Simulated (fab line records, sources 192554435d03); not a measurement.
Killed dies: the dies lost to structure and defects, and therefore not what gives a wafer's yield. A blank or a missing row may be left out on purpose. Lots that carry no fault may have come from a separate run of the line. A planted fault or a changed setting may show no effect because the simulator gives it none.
Lot-split experiment    flow n5Finfet    7 lots, 21 wafers read, on a route of 1938 steps

ABOUT THE SPLIT
At N5_BEOL_M12_ETCH_38 (etches SiCN in CF4/N2, target depth 68.7 nm, time 73.4 s), the setting timeS was moved away from the recipe's 73.4 s on 8 of the 21 wafers read, by -11.0% to +19.6%. All remaining wafers had this setting at the recipe value.

Reading taken at the split's own step.

THE READING
etch.depthNm (the simulator's own value, which no gauge read), in nm, at N5_BEOL_M12_ETCH_38 (etches SiCN in CF4/N2, target depth 68.7 nm, time 73.4 s). The file does not state a usual value for it. The 13 wafers here that ran the recipe average 58.55 nm, standard deviation 1.5 nm.

wafer   tool, chamber at the split  timeS as run, s  against the recipe  etch.depthNm, nm  against lot-mates on the recipe
L077.1  rieDiel-01, 2               73.4             recipe              59.01             -
L077.2  rieDiel-01, 1               83.66            +14.0%              67.25             +10.17
L077.5  rieDiel-01, 3               73.4             recipe              55.16             -
L078.1  rieDiel-05, 3               73.4             recipe              60.68             -
L078.2  rieDiel-05, 2               73.4             recipe              56.79             -
L078.4  rieDiel-05, 0               73.4             recipe              59.6              -
L079.2  rieDiel-01, 1               87.22            +18.8%              70.33             +12.41
L079.5  rieDiel-01, 3               87.22            +18.8%              65.63             +7.71
L079.6  rieDiel-01, 0               73.4             recipe              57.92             -
L080.3  rieDiel-04, 3               87.76            +19.6%              74.62             +14.79
L080.4  rieDiel-04, 0               73.4             recipe              59.83             -
L080.6  rieDiel-04, 0               87.76            +19.6%              71.29             +11.46
L085.2  rieDiel-05, 1               73.4             recipe              59.34             -
L085.5  rieDiel-05, 2               73.4             recipe              57.13             -
L085.6  rieDiel-05, 1               65.3             -11.0%              52.74             -5.49
L092.3  rieDiel-05, 0               73.4             recipe              60.35             -
L092.4  rieDiel-05, 2               73.4             recipe              57.93             -
L092.6  rieDiel-05, 1               73.4             recipe              59.26             -
L094.2  rieDiel-04, 1               79.15            +7.8%               62.52             +4.40
L094.3  rieDiel-04, 3               79.15            +7.8%               66.87             +8.75
L094.6  rieDiel-04, 2               73.4             recipe              58.12             -

FIT RESULTS
A straight line over all 21 wafers: etch.depthNm changes by +0.618 nm for each +1% of timeS; r = +0.94; the points scatter about the line by 2 nm.
The same after taking each lot's own level away (the mean of its wafers on the recipe; 21 wafers): +0.612 nm for each +1%; r = +0.95; scatter 1.8 nm.
Per that fit: largest timeS move, reading shift of 12 nm.
The lots' own levels span 57.085 to 59.830 nm, that is 1.8 times the standard deviation above.
Hence the lot-to-lot level has little effect on the slope; both slopes agree.
Check: +11.6 nm against its lot-mates is what the line predicts for one of the wafers moved furthest among these (+19.6%) when that wafer is left out of the fit. It came out at +14.8 nm against them.

THESE WAFERS: OTHER SPLITS
Note: prior to the reading, these wafers also went through further splits. Each is held against what the fit with the lots' levels taken away leaves over:
other split on the same wafers  wafers away from the commonest value  r with etch.depthNm (lot level and that fit taken away)
N5_BEOL_M11_EXPOSE_08 doseMj    4                                     +0.02
N5_BEOL_M12_ETCH_68 timeS       4                                     +0.09

THE FILE'S OWN FIT
etch.depthNm changes by +0.628 nm for each +1% of timeS, r = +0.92.
